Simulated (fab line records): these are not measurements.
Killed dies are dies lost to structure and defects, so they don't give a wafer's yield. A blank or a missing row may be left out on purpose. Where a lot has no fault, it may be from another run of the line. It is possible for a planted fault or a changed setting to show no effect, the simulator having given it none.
Matching of chambers :: flow nandHarc :: NHARC_P_M1_CMP_23 on cmp-03 has 4 sister chambers
The step polishes, t overpolish 20 s, target thk 157.82 nm. 4 wafers are shown with their chamber, then 9 later ones without.

== WAFERS WITH THEIR CHAMBER ==
wafer: L089.2
chamber: 1
timeToEndpointS (s): 26.3

wafer: L089.3
chamber: 0
timeToEndpointS (s): 30.6

wafer: L090.5
chamber: 2
timeToEndpointS (s): 27.0

wafer: L090.6
chamber: 3
timeToEndpointS (s): 27.1

== WAFERS WITHOUT THEIR CHAMBER ==
wafer: L092.3
timeToEndpointS (s): 26.3

wafer: L092.4
timeToEndpointS (s): 29.5

wafer: L092.5
timeToEndpointS (s): 27.9

wafer: L094.1
timeToEndpointS (s): 28.5

wafer: L094.3
timeToEndpointS (s): 27.1

wafer: L094.6
timeToEndpointS (s): 28.2

wafer: L097.1
timeToEndpointS (s): 23.4

wafer: L097.3
timeToEndpointS (s): 26.2

wafer: L097.5
timeToEndpointS (s): 23.3

== CHAMBER TAKEN BY EACH ==
wafer: L092.3
from the rows above: can't be placed: 1 or 2 or 3
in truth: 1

wafer: L092.4
from the rows above: can't be placed: 0 or 3 or 2 or 1
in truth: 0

wafer: L092.5
from the rows above: can't be placed: 3 or 2 or 1 or 0
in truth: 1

wafer: L094.1
from the rows above: can't be placed: 3 or 2 or 0 or 1
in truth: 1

wafer: L094.3
from the rows above: can't be placed: 3 or 2 or 1
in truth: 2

wafer: L094.6
from the rows above: can't be placed: 3 or 2 or 1 or 0
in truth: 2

wafer: L097.1
from the rows above: can't be placed: 1 or 2 or 3
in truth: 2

wafer: L097.3
from the rows above: can't be placed: 1 or 2 or 3
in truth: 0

wafer: L097.5
from the rows above: can't be placed: 1 or 2 or 3
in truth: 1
Correctly placed: 0 of 9. From these rows, 9 cannot be placed; in 8 the true chamber is one of the candidates. Wrongly placed: 0.
How it was worked out, from the rows above alone: a wafer's distance from a chamber is the root of the sum, over the readings, of the square of ((its reading less the chamber's mean) divided by the reading's scatter). If the next closest chamber is less than 2 further off than the closest, the wafer can't be placed; otherwise it belongs to the closest. Each chamber's mean is taken over the wafers shown for it. The scatter: root of mean squared gap, hidden wafer to nearest shown wafer, with one shown wafer a chamber.
